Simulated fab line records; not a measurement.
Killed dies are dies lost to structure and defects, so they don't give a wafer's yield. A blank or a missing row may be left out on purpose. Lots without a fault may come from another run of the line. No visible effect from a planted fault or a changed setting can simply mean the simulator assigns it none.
A lot that was struck, set against a sound lot    flow nand harc    35 out of 1302 route steps
Sound: the wafers L742.2, L742.3, L742.5. Wafers struck: L750.3, L750.5, L750.6. At the end, the cause is stated.
At each step with rows: each side's tool, then ch and its chambers, then its first start. Under that, the readings that differ: sound wafers    struck wafers    difference of the means    sigmas: that difference in standard deviations of wafers without a fault.
alike: same words and numbers on both sides, and readings whose means sit less than 2 such deviations apart. not compared: any withheld reading, any reading some wafer has no value for, any bound like >300 that may hide the same value, and any number with overlapping values for which the record gives no deviation.
The two part at a step that has a row with sigmas, a row that says differs or no value, or rows on one side only. When numbers do not overlap yet have no deviation, they are printed without sigmas and do not part them. A reading that every wafer of one side lacks parts them only if that side has two wafers or more.

first, 2 steps without rows for these wafers: NHARC_P_GATE_PEB_89 (peb time 85 s); NHARC_P_GATE_DEVELOP_90 (time 70 s).
NHARC_P_GATE_CD_MEAS_91: target cd 2000 nm.
  sound on cd sem-01 ch 0, day 10 04:10; struck on cd sem-01 ch 0, day 13 13:47
  alike: cd nm
then, 1 step without rows for these wafers: NHARC_P_GATE_HARDBAKE_92 (time 80 s).
NHARC_P_GATE_DESCUM_93: chemistry O2, time 3 s.
  sound on rie diel-03 ch 0,2,3, day 10 04:20; struck on rie diel-03 ch 0,1, day 13 13:58
  alike: drypump motor current A, oes product au, rf vpp V, showerhead plenum p Torr, throttle valve pct
  not compared: rf hours counter h
then, 2 steps without rows for these wafers: NHARC_P_GATE_IMPLANT_94; NHARC_P_GATE_STRIP_113 (strips in N2/H2, time 740 s).
NHARC_P_GATE_STRIP_95: strips in O2.
  sound on plasma asher-02 ch 0,1, day 10 05:25; struck on plasma asher-02 ch 0,1, day 13 15:04
  alike: drypump motor current A, heater power w
  not compared: rf hours counter h
then, 1 step without rows for these wafers: NHARC_P_GATE_STRIP_96 (strips in SPM, time 900 s).
NHARC_P_GATE_RTA_64: time 1 s.
  sound on rtp anneal-01 ch 0, day 10 06:00; struck on rtp anneal-01 ch 0, day 13 15:43
  alike: lamp power pct, wafer_temp_C_max
then, 2 steps without rows for these wafers: NHARC_P_GATE_ETCH_77 (etches SiO2 in dHF, target depth 6 nm); NHARC_P_GATE_DEGAS_109 (time 60 s).
NHARC_P_GATE_PRE_CLEAN_110: time 30 s.
  struck on pvd sputter-03, day 13 16:03; sound on pvd sputter-03, day 10 06:26
then, 2 steps without rows for these wafers: NHARC_P_GATE_SPUTTER_78 (material Ni, target thk 10 nm); NHARC_P_GATE_SPUTTER_79 (material TiN, target thk 10 nm).
NHARC_P_GATE_RTA_80: time 30 s.
  sound on rtp anneal-01 ch 0, day 10 06:42; struck on rtp anneal-02 ch 0, day 13 16:20
  alike: lamp power pct, wafer_temp_C_max
then, 2 steps without rows for these wafers: NHARC_P_GATE_STRIP_67 (strips in SPM, time 600 s); NHARC_P_GATE_RTA_82 (time 30 s).
NHARC_P_GATE_INSPECT_68:
  struck on defect inspect-02, day 13 17:09; sound on defect inspect-01, day 10 07:21
reading           sound        struck       difference  sigmas
raw defect count  308 621 361  826 702 627  +288        +3
  not compared: hold
NHARC_P_CONTACT_DEP_00: deposits SiO2, target thk 500 nm.
  sound on pecvd-03 ch 0,1; struck on pecvd-03 ch 0,2
  alike: heater power w, throttle valve pct
then, 12 steps without rows for these wafers: NHARC_P_CONTACT_CMP_01 (polishes SiO2, target thk 200 nm); NHARC_P_CONTACT_SRD_03; NHARC_P_CONTACT_DEHYDRATE_04 (time 120 s); NHARC_P_CONTACT_HMDS_05 (time 30 s); NHARC_P_CONTACT_COAT_33 (time 75 s); NHARC_P_CONTACT_COAT_34 (time 65 s); NHARC_P_CONTACT_COAT_06 (resist thk 90 nm); NHARC_P_CONTACT_SOFTBAKE_07 (time 55 s); NHARC_P_CONTACT_EBR_08; NHARC_P_CONTACT_EXPOSE_09 (exposes mask P CA, target cd 90 nm); NHARC_P_CONTACT_PEB_10 (peb time 65 s); NHARC_P_CONTACT_DEVELOP_11 (develop time 35 s).
NHARC_P_CONTACT_CD_MEAS_12: target cd 90 nm.
  sound on cd sem-01 ch 0, day 10 08:58; struck on cd sem-02 ch 0, day 13 20:12
  alike: cd nm
NHARC_P_CONTACT_OVL_MEAS_13:
  struck on overlay-02, day 13 20:17; sound on overlay-02, day 10 09:02
reading            sound           struck       difference  sigmas
overlay y nm (nm)  -0.6 -1.1 -0.6  0.7 1.4 0.3  +1.6        +2
  alike: overlay x nm
after that, 1 step had no rows for these wafers: NHARC_END_SORT_01.

## WHERE THEY PART
First at NHARC_P_GATE_INSPECT_68; last, within this record, at NHARC_P_CONTACT_OVL_MEAS_13.

WHY: whatever the simulator had introduced
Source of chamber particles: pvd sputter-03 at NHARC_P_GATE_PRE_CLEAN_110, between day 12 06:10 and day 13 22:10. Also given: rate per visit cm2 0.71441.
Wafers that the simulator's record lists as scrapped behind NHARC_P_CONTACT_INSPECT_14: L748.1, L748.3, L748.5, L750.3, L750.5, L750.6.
